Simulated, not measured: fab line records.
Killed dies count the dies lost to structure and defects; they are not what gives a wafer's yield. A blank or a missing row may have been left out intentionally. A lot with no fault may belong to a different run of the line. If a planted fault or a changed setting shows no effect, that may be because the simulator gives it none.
A lot that was struck, set against a sound lot | flow n5-finfet | 44 out of 1938 route steps
Sound: these wafers, L271.2, L271.4, L271.5. Struck: wafers L284.3, L284.4, L284.5. Last of all comes the cause.
For every step that has rows: the tool of each side, followed by ch and its chambers, followed by its first start. Under that, the readings that differ: sound wafers | struck wafers | difference of the means | sigmas: that difference in standard deviations of wafers without a fault.
alike: readings with means less than 2 such deviations apart, plus words and numbers identical on both sides. not compared: withheld readings, readings lacking a value on some wafer, bounds such as >300 that could conceal the same value, and numbers that have no deviation in the record and whose values overlap.
Wherever a step has rows on one side only, a row that says differs or no value, or a row with sigmas, the two part there. When numbers do not overlap yet have no deviation, they are printed without sigmas and do not part them. Lack of a reading on every wafer of one side parts them only where that side has two or more wafers.

first, 3 steps without rows for these wafers: N5_SD_EPI_N_STRIP_36 (strips in N2/H2); N5_SD_EPI_N_ETCHBACK_44 (etches SiNx in CH3F/O2, stops on SiO2, target depth 14.5 nm); N5_SD_EPI_N_ETCH_45 (etches SiOCN in CH3F/O2, target depth 6 nm).
N5_SD_EPI_N_ETCH_16: etches SiO2 in CHF3/O2, target depth 5 nm.
  sound on rie-diel-01 ch 0,3, day 3 09:25; struck on rie-diel-05 ch 0,1,3, day 6 12:56
  alike: bias-w, drypump-motor-current-A, mfc-ar-sccm, oes-product-au, rf-vpp-V, showerhead-plenum-p-Torr, throttle-valve-pct
  not compared: rf-hours-counter-h
then, 1 step without rows for these wafers: N5_SD_EPI_N_STRIP_47 (strips in CHF3/O2).
N5_SD_EPI_N_SD_RECESS_17: chemistry HBr/Cl2/O2, target depth 41 nm, time 23.7 s, bt time 3 s.
  sound on rie-si-04 ch 0,2, day 3 09:29; struck on rie-si-02 ch 0,2,3, day 6 13:01
  alike: bias-w, drypump-motor-current-A, mfc-cl2-sccm, oes-product-au, throttle-valve-pct
  not compared: rf-hours-counter-h
then, 6 steps without rows for these wafers: N5_SD_EPI_N_STRIP_38 (strips in N2/H2); N5_SD_EPI_N_WET_ETCH_43 (etches SiO2 in dHF, time 14 s, target depth 1.5 nm); N5_SD_EPI_N_STRIP_18 (strips in SPM, time 750 s); N5_SD_EPI_N_SRD_20 (time 30 s); N5_SD_EPI_N_PRECLEAN_48 (cleans in NF3:NH3, afs cycles 2, time 20 s, sublimation time 60 s); N5_SD_EPI_N_VAPOR_ETCH_50 (etches Si in HCl, time 54 s).
N5_SD_EPI_N_EPI_21: deposits Si:P, time 690 s.
  sound on epi-rpcvd-03 ch 0, day 3 10:55; struck on epi-rpcvd-03 ch 0, day 6 14:34
  reading                                   | sound        | struck               | difference | sigmas
  epi-growth-time-s (s)                     | 690 690 690  | 583.35 583.35 583.35 | -106.65    |
  model.Si-P_of_SD_EPI_N_EPI_21.thk-nm (nm) | 59.6 60 59.4 | 53 52.6 52.8         | -7         |
  alike: susceptor_temp_C_max
N5_SD_EPI_N_EPI_MEAS_23:
  struck on film-metro-02, day 6 15:43; sound on film-metro-02, day 3 12:22
  reading     | sound          | struck         | difference | sigmas
  thk-nm (nm) | 60.7 60.0 58.1 | 52.5 53.2 53.7 | -6.5       | -6
then, 3 steps without rows for these wafers: N5_SD_EPI_N_PRECLEAN_24 (cleans in O3/DIW, time 60 s); N5_SD_EPI_N_SRD_25 (time 30 s); N5_SD_EPI_N_PRECLEAN_49 (cleans in NF3:NH3, afs cycles 1, time 20 s, sublimation time 60 s).
N5_SD_EPI_N_LINER_46: material SiNx, target thk 3 nm.
  sound on ald-sin-04 ch 0,1, day 3 12:40; struck on ald-sin-04 ch 0,1,3, day 6 16:29
  alike: heater-power-w
N5_SD_EPI_N_INSPECT_26: inspects for defects (darkfield).
  struck on defect-inspect-01, day 6 16:44; sound on defect-inspect-02, day 3 12:55
  alike: raw-defect-count
then, 8 steps without rows for these wafers: N5_SD_EPI_P_COAT_34 (time 60 s, resist thk 350 nm); N5_SD_EPI_P_COAT_35 (time 60 s, resist thk 35 nm); N5_SD_EPI_P_COAT_03 (resist thk 150 nm); N5_SD_EPI_P_EBR_05; N5_SD_EPI_P_SOFTBAKE_04 (time 60 s); N5_SD_EPI_P_EXPOSE_06 (exposes mask SD P BLK, target cd 240 nm); N5_SD_EPI_P_PEB_07 (peb time 60 s); N5_SD_EPI_P_DEVELOP_08 (develop time 30 s).
N5_SD_EPI_P_CD_MEAS_09: target cd 240 nm.
  sound on cd-sem-01 ch 0, day 3 13:11; struck on cd-sem-03 ch 0, day 6 17:08
  alike: cd-nm
N5_SD_EPI_P_OVL_MEAS_10:
  sound on overlay-02 ch 0, day 3 13:13; struck on overlay-02 ch 0, day 6 17:10
  alike: SD_P_BLK_OVL
N5_SD_EPI_P_INSPECT_11: inspects for defects (macro).
  struck on defect-inspect-01, day 6 17:11; sound on defect-inspect-02, day 3 13:15
  alike: raw-defect-count
N5_SD_EPI_P_DESCUM_14: chemistry O2, time 7.9 s.
  sound on rie-diel-04 ch 0,2, day 3 13:18; struck on rie-diel-04 ch 0,3, day 6 17:13
  reading               | sound          | struck         | difference | sigmas
  oes-product-au (a.u.) | 0.69 0.87 0.69 | 1.00 0.92 0.92 | +0.20      | +3
  alike: drypump-motor-current-A, rf-vpp-V, showerhead-plenum-p-Torr, throttle-valve-pct
  not compared: rf-hours-counter-h
then, 7 steps without rows for these wafers: N5_SD_EPI_P_ETCH_36 (etches SiARC in CF4, target depth 45.5 nm, time 75.8 s); N5_SD_EPI_P_ETCH_37 (etches SOC in N2/H2, overetch 108 nm, time 486 s); N5_SD_EPI_P_STRIP_38 (strips in N2/H2); N5_SD_EPI_P_ETCHBACK_46 (etches SiNx in CH3F/O2, stops on SiO2, target depth 17.5 nm); N5_SD_EPI_P_ETCH_47 (etches SiOCN in CH3F/O2, target depth 25 nm); N5_SD_EPI_P_ETCH_16 (etches SiO2 in CHF3/O2, target depth 5 nm); N5_SD_EPI_P_STRIP_50 (strips in CHF3/O2).
N5_SD_EPI_P_SD_RECESS_17: chemistry HBr/Cl2/O2, target depth 39.1 nm, bt time 3 s.
  sound on rie-si-03 ch 0,1, day 3 13:59; struck on rie-si-03 ch 0,1,2, day 6 17:55
  reading    | sound             | struck            | difference | sigmas
  bias-w (W) | 111.8 111.4 111.4 | 112.2 111.9 112.6 | +0.7       | +2
  alike: drypump-motor-current-A, mfc-cl2-sccm, oes-product-au, throttle-valve-pct
  not compared: rf-hours-counter-h
then, 3 steps without rows for these wafers: N5_SD_EPI_P_WET_ETCH_45 (etches SiO2 in dHF, time 10.7 s, target depth 2 nm, rinse time 30 s); N5_SD_EPI_P_STRIP_40 (strips in N2/H2); N5_SD_EPI_P_PRECLEAN_52 (cleans in O3/DIW, time 60 s).
N5_SD_EPI_P_PRECLEAN_24: cleans in O3/DIW, time 45 s.
  sound on wet-bench-05 ch 4,5,7, day 3 17:40; struck on wet-bench-02 ch 0,2,3, day 6 21:44
  reading                                   | sound        | struck       | difference | sigmas
  model.Si-P_of_SD_EPI_N_EPI_21.thk-nm (nm) | 58.8 59 58.6 | 52.2 52 52.2 | -6.7       |
-- record jumps: 8 days separate the struck wafers' starts on either side; left off in module SD_EPI_P, taken up again in module PASSIVATION, whose first shown step is the route's number 1936 --
N5_PASSIVATION_PROBE_49:
  struck on prober-01, day 15 06:50; sound on prober-02, day 12 13:46
  reading            | sound    | struck   | difference | sigmas
  killed_at_M0_to_M3 | 29 69 36 | 22 20 28 | -21        | -2
  alike: killed_at_M4_up, killed-at-contacts, killed-at-front-end, killed-at-other, killed-dies, killed-open, killed-short

## WHERE THEY PART
First at N5_SD_EPI_N_EPI_MEAS_23; last, within this record, at N5_PASSIVATION_PROBE_49.

WHY: what had been put in by the simulator
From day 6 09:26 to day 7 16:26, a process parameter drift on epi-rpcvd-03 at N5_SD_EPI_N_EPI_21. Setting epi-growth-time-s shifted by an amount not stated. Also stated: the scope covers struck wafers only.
